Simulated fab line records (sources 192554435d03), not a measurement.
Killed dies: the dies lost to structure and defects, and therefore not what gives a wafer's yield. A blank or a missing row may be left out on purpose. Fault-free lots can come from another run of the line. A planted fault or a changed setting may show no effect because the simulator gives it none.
Which tool did it?	flow n5Finfet	10 lots, 30 wafers sampled, at 1 step of a route of 1938

== WHAT THE GAUGES SHOWED, per wafer ==
N5_BEOL_M10_INSPECT_13: inspects for defects (brightfield). Usual: rawDefectCount 423, standard deviation 99.
lot	measured	on	rawDefectCount	flag
L186	day 10 15:53	defectInspect-02	406 385 494	
L187	day 10 16:04	defectInspect-02	382 339 350	
L191	day 11 11:56	defectInspect-01	373 280 277	
L190	day 11 12:23	defectInspect-02	510 674 403	
L198	day 13 15:21	defectInspect-02	421 540 425	
L200	day 14 17:44	defectInspect-02	329 524 424	
L204	day 15 01:43	defectInspect-02	448 390 335	
L205	day 15 08:48	defectInspect-01	419 398 316	
L207	day 15 23:59	defectInspect-01	281 265 381	
L208	day 16 10:08	defectInspect-02	310 372 396	

== WHICH TOOL RAN EACH LOT (tool, then ch and the chambers of the sampled wafers, then the start) ==
The record shows no process step preceding these readings.

== AS READ BY THE TOOLS THEMSELVES (means over the sampled wafers that have a number; for cases with no such wafer, the mark the record gives instead) ==
The record holds no such reading with a usual standard deviation.

== THE ANSWER, worked out from the rows above alone ==
Rule: a lot counts as off when the mean over its wafers that have a number is more than 3 standard deviations away from the usual mean. Also off: a lot with no number at a reading for which 4 or more lots have one. Any other lot the step has rows for is counted as sound. First the gauges in route order, then the tools' own readings, where a lot's mean is used as printed above. At the first step where some lot is off, the reading lying furthest off is the one used; lots without a number count as furthest.
No lot is off on any of the readings shown, so nothing can be concluded from this.

== WHAT HAD BEEN PUT IN BY THE SIMULATOR ==
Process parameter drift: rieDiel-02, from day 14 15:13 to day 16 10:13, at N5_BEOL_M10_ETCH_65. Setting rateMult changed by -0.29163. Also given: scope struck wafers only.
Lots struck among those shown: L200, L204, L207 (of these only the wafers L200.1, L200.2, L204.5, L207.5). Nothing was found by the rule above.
